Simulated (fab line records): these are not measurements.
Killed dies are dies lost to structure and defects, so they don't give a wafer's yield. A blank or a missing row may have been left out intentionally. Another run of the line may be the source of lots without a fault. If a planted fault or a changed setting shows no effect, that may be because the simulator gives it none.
Struck lot and sound lot, side by side -- flow nand_harc -- 17 out of 1159 route steps
Sound: these wafers, L647.3, L647.4, L647.6. Wafers L659.1, L659.2, L659.5 were the ones struck. At the end, the cause is stated.
Each step with rows lists, per side, the tool, then ch with its chambers, then its first start. Under that, the readings that differ: sound wafers -- struck wafers -- difference of the means -- sigmas: that difference in standard deviations of wafers without a fault.
alike: readings whose means differ by less than 2 such deviations, and words and numbers that are the same on both sides. not compared: withheld readings, readings that some wafer has no value for, bounds like >300 that may hide the same value, and numbers for which the record gives no deviation and whose values overlap.
Wherever a step has rows on one side only, a row that says differs or no value, or a row with sigmas, the two part there. Numbers that don't overlap but have no deviation are shown without sigmas and don't part them. A reading that every wafer of one side lacks parts them only if that side has two wafers or more.

NHARC_P_ZERO_WELL_CD_MEAS_24 targets a cd of 720 nm.
  sound on cd_sem-02 ch 0, day 1 14:30; struck on cd_sem-03 ch 0, day 4 14:35
  alike: cd_nm
then, 1 step without rows for these wafers: NHARC_P_ZERO_WELL_HARDBAKE_25 (time 80 s).
NHARC_P_ZERO_WELL_DESCUM_26: chemistry O2, time 3 s.
  sound on rie_diel-01 ch 0,2,3, day 1 14:40; struck on rie_diel-07 ch 0,2,3, day 4 14:47
  alike: drypump_motor_current_A, oes_product_au, rf_vpp_V, showerhead_plenum_p_Torr, throttle_valve_pct
  not compared: rf_hours_counter_h
then, 9 steps without rows for these wafers: NHARC_P_ZERO_WELL_IMPLANT_27; NHARC_P_ZERO_WELL_IMPLANT_57; NHARC_P_ZERO_WELL_IMPLANT_58; NHARC_P_ZERO_WELL_STRIP_28 (strips in SPM, time 840 s); NHARC_P_ZERO_WELL_DEHYDRATE_29 (time 120 s); NHARC_P_ZERO_WELL_HMDS_30 (time 30 s); NHARC_P_ZERO_WELL_COAT_31; NHARC_P_ZERO_WELL_SOFTBAKE_32 (time 95 s); NHARC_P_ZERO_WELL_EBR_33.
NHARC_P_ZERO_WELL_EXPOSE_34: exposes mask P PWELL, target cd 720 nm.
  sound on krf_scanner-02 ch 0, day 1 16:00; struck on krf_scanner-02 ch 0, day 4 16:04
reading,sound,struck,difference,sigmas
mask,P_PWELL#0 P_PWELL#0 P_PWELL#0,P_NWELL#0 P_NWELL#0 P_NWELL#0,differs,
  alike: reticle_temp_C
then, 2 steps without rows for these wafers: NHARC_P_ZERO_WELL_PEB_35 (peb time 85 s); NHARC_P_ZERO_WELL_DEVELOP_36 (time 70 s).
NHARC_P_ZERO_WELL_CD_MEAS_37 targets a cd of 720 nm.
  sound on cd_sem-01 ch 0, day 1 16:09; struck on cd_sem-01 ch 0, day 4 16:14
reading,sound,struck,difference,sigmas
cd_nm (nm),719.3 718.9 717.5,- - -,no value on the struck wafers,
then, 1 step without rows for these wafers: NHARC_P_ZERO_WELL_HARDBAKE_38 (time 80 s).

## WHERE THEY PART
Last at NHARC_P_ZERO_WELL_CD_MEAS_37 as far as this record goes, first at NHARC_P_ZERO_WELL_EXPOSE_34.

WHY: the cause the simulator had injected
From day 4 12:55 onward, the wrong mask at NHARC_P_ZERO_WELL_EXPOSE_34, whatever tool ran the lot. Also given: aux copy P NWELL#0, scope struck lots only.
